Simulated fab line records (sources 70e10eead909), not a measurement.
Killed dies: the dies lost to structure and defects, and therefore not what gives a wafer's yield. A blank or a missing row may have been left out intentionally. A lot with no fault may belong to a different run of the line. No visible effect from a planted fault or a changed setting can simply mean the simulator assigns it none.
What tool caused it? -- flow nand-harc -- 72 wafers from 24 lots sampled at 2 of the route's 1159 steps

WHAT THE GAUGES SHOWED, per wafer
NHARC_P_BONDPAD_THK_MEAS_20: measures by xrf. Usual: thk-nm at 160.3 nm, with a standard deviation of 1.5.
lot,measured,on,thk-nm (nm),flag
L074,day 6 14:40,film-metro-02,157.7 159.1 159.2,
L076,day 6 17:13,film-metro-01,158.9 160.0 161.6,
L075,day 6 22:09,film-metro-01,160.3 160.4 158.5,
L078,day 7 11:07,film-metro-01,159.8 159.1 160.9,
L077,day 7 13:47,film-metro-02,158.7 159.3 161.6,
L079,day 7 21:08,film-metro-01,163.0 161.6 161.7,
L080,day 7 21:52,film-metro-02,160.1 159.2 161.0,
L081,day 8 07:16,film-metro-02,160.5 161.2 160.7,
L082,day 8 08:35,film-metro-02,161.1 162.0 159.2,
L084,day 8 21:17,film-metro-02,162.6 161.7 160.2,
L083,day 8 21:56,film-metro-01,160.3 159.1 159.8,
L085,day 9 04:35,film-metro-02,160.6 161.7 160.1,
L086,day 9 16:29,film-metro-02,159.6 160.0 158.9,
L087,day 9 17:31,film-metro-02,162.8 161.9 162.0,
L088,day 10 11:13,film-metro-02,159.1 160.6 159.0,
L089,day 10 11:41,film-metro-01,163.8 158.9 158.9,
L090,day 10 13:22,film-metro-02,159.5 158.9 156.5,
L091,day 10 20:03,film-metro-01,159.4 159.9 158.9,
L092,day 11 02:42,film-metro-02,160.1 157.4 160.3,
L093,day 11 11:32,film-metro-02,161.4 160.3 158.2,
L094,day 11 12:25,film-metro-01,160.4 159.8 159.5,
L095,day 11 18:07,film-metro-02,161.4 159.1 160.8,
L097,day 11 21:55,film-metro-02,160.1 157.4 161.5,
L096,day 11 22:22,film-metro-02,160.8 161.8 161.4,

EACH LOT AND THE TOOL THAT RAN IT (in order: tool; ch and the chambers of the sampled wafers; start)
lot,NHARC_P_BONDPAD_ANNEAL_28
L074,"rtp-anneal-02 ch 0, day 6 14:01"
L076,"rtp-anneal-01 ch 0, day 6 16:43"
L075,"rtp-anneal-01 ch 0, day 6 21:29"
L078,"rtp-anneal-01 ch 0, day 7 10:31"
L077,"rtp-anneal-01 ch 0, day 7 13:07"
L079,"rtp-anneal-02 ch 0, day 7 20:38"
L080,"rtp-anneal-01 ch 0, day 7 21:21"
L081,"rtp-anneal-02 ch 0, day 8 06:36"
L082,"rtp-anneal-02 ch 0, day 8 07:55"
L084,"rtp-anneal-02 ch 0, day 8 20:37"
L083,"rtp-anneal-01 ch 0, day 8 21:16"
L085,"rtp-anneal-02 ch 0, day 9 03:55"
L086,"rtp-anneal-02 ch 0, day 9 15:55"
L087,"rtp-anneal-01 ch 0, day 9 16:32"
L088,"rtp-anneal-01 ch 0, day 10 10:33"
L089,"rtp-anneal-02 ch 0, day 10 11:01"
L090,"rtp-anneal-01 ch 0, day 10 12:41"
L091,"rtp-anneal-01 ch 0, day 10 19:23"
L092,"rtp-anneal-02 ch 0, day 11 02:02"
L093,"rtp-anneal-02 ch 0, day 11 10:55"
L094,"rtp-anneal-02 ch 0, day 11 11:45"
L095,"rtp-anneal-02 ch 0, day 11 17:25"
L097,"rtp-anneal-02 ch 0, day 11 21:13"
L096,"rtp-anneal-01 ch 0, day 11 21:44"
- NHARC_P_BONDPAD_ANNEAL_28: time 90 s.

WHAT THE TOOLS THEMSELVES READ (means of the sampled wafers that have a number; where no wafer has one, the mark that the record gives instead)
NHARC_P_BONDPAD_ANNEAL_28. Usual: wafer_temp_C_max at 226.3, with a standard deviation of 0.31.
lot,tool,wafer_temp_C_max,flag
L074,rtp-anneal-02,226.3,
L076,rtp-anneal-01,226.6,
L075,rtp-anneal-01,226.6,
L078,rtp-anneal-01,226.5,
L077,rtp-anneal-01,226.5,
L079,rtp-anneal-02,226.2,
L080,rtp-anneal-01,226.8,
L081,rtp-anneal-02,226.5,
L082,rtp-anneal-02,226.1,
L084,rtp-anneal-02,226.4,
L083,rtp-anneal-01,226.5,
L085,rtp-anneal-02,226.2,
L086,rtp-anneal-02,226.6,
L087,rtp-anneal-01,226.2,
L088,rtp-anneal-01,226.4,
L089,rtp-anneal-02,226.1,
L090,rtp-anneal-01,226.3,
L091,rtp-anneal-01,226.4,
L092,rtp-anneal-02,226.0,
L093,rtp-anneal-02,226.5,
L094,rtp-anneal-02,226.1,
L095,rtp-anneal-02,226.1,
L097,rtp-anneal-02,226.2,
L096,rtp-anneal-01,226.5,

THE ANSWER, worked out from the rows above alone
Rule: a lot is off if the mean of its wafers that have a number lies more than 3 standard deviations from the usual mean. A lot without any number at a reading at which 4 lots or more have one is off too. Any other lot the step has rows for is counted as sound. Order of review: gauges by route order, followed by the tools' own readings, for which a lot's mean as printed above is used. The first step at which some lot is off is used, and at that step the reading that is off furthest; a lot without a number counts as furthest.
Nothing can be told from this: no lot is off at any reading shown.

WHAT THE SIMULATOR HAD PUT IN
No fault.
